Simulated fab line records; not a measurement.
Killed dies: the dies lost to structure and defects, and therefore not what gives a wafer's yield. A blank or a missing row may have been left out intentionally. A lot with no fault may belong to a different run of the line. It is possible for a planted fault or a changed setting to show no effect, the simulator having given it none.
Code-filled problem report in 8D (eight disciplines) form	flow nand harc	the parts of the form that need people (team, actions taken, sign-off) are left out

## 1. THE PROBLEM
oes product au at NHARC_THIN_TSV_ETCH_36 reads a mean of 0.830 a.u. on 3 wafers of 2 lots; wafers without a fault read 1.006 a.u. with a standard deviation of 0.0097. That is -18 standard deviations from the usual mean.
The step: etches the open film in Cl2/BCl3, target depth 65 nm, time 18.571 s.
First observed at day 32 09:16: wafer L487.6, on rie metal-03. The record holds 42 wafers of 14 lots with a number at this step. The rule behind "out" and "out of limits": a value lying over 4 standard deviations away from the usual mean. The rest of the wafers with a number are treated as sound.

## 2. WHAT THIS IS AND IS NOT
question	is	is not
which readings at this step	oes product au	drypump motor current A
which lots	L487, L488	L470, L471, L473, L474, L475, L476, L477, L478, L480, L490, L491, L492
which wafers of those lots	L487.6, L488.2, L488.4	L487.4, L487.5, L488.6
read on which tools	rie metal-03	rie metal-01, rie metal-02
when	from day 32 09:16	up to then (29 sound wafers); but 10 sound wafers of L488, L490, L491, L492 came after

## 3. SUSPECTS, AND WHAT RULES EACH OUT
Counting: if a tool at a process step up to the reading ran every lot that is out, it stays a suspect. Sound lots after the first of them don't rule it out here, since some wafers of a struck lot are sound.
- pvd sputter-02 at NHARC_A_BONDPAD_PRE_CLEAN_26 (time 30 s): kept. Ran every lot that is out, first one L487 (day 32 01:28); last sound lot up to then L475 (day 29 04:05). NHARC_A_BONDPAD_PRE_CLEAN_26 gives no start for some lots, so the hours and the order of its lots are those of NHARC_THIN_TSV_THK_MEAS_02.
- plasma asher-01 at NHARC_THIN_TSV_STRIP_45 (strips in O2): kept. Ran every lot that is out, first one L487 (day 32 03:47); last sound lot up to then L477 (day 26 23:07).
- rie metal-03 at NHARC_THIN_TSV_ETCH_36 (etches the open film in Cl2/BCl3, target depth 65 nm, time 18.571 s): kept. Ran every lot that is out, first one L487 (day 32 09:16); last sound lot up to then L478 (day 27 16:08). Its own oes product au readings are out on those wafers.
- Within plasma asher-01 at NHARC_THIN_TSV_STRIP_45: the wafers that are out ran in chamber 1; their sound lot-mates ran in chamber 0.
- Within rie metal-03 at NHARC_THIN_TSV_ETCH_36: the wafers that are out ran in chamber 0; their sound lot-mates ran in chamber 1.
Still standing after the count: pvd sputter-02 at NHARC_A_BONDPAD_PRE_CLEAN_26, plasma asher-01 at NHARC_THIN_TSV_STRIP_45, rie metal-03 at NHARC_THIN_TSV_ETCH_36.

## 4. THE CAUSE (what the simulator had put in)
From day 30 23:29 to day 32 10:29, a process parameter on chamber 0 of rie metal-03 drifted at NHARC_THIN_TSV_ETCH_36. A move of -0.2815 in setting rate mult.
This tool is one of the 3 suspects left after counting.

## 5. THE CHAIN OF EFFECTS, in route order
Each row: a reading whose mean over the struck wafers that have a number lies more than 3 standard deviations from the usual. Readings are gone through only where the record gives a usual standard deviation; hours: the median, over the lots, of the time from a lot's start at the first step in this table giving one to that lot's start at this step; sigmas: the change measured in usual standard deviations.
hours	step	reading	usual	on struck wafers	change	sigmas
0	NHARC_THIN_TSV_ETCH_36	oes product au	1.006 a.u.	0.830	-0.176	-18
Here are the process steps it includes:
- NHARC_THIN_TSV_ETCH_36: etches the open film in Cl2/BCl3, target depth 65 nm, time 18.571 s.

## 6. HOW IT WOULD HAVE BEEN CAUGHT EARLIER
In this record the first reading out of limits was taken at day 32 09:16, 34 hours after the fault began at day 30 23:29.
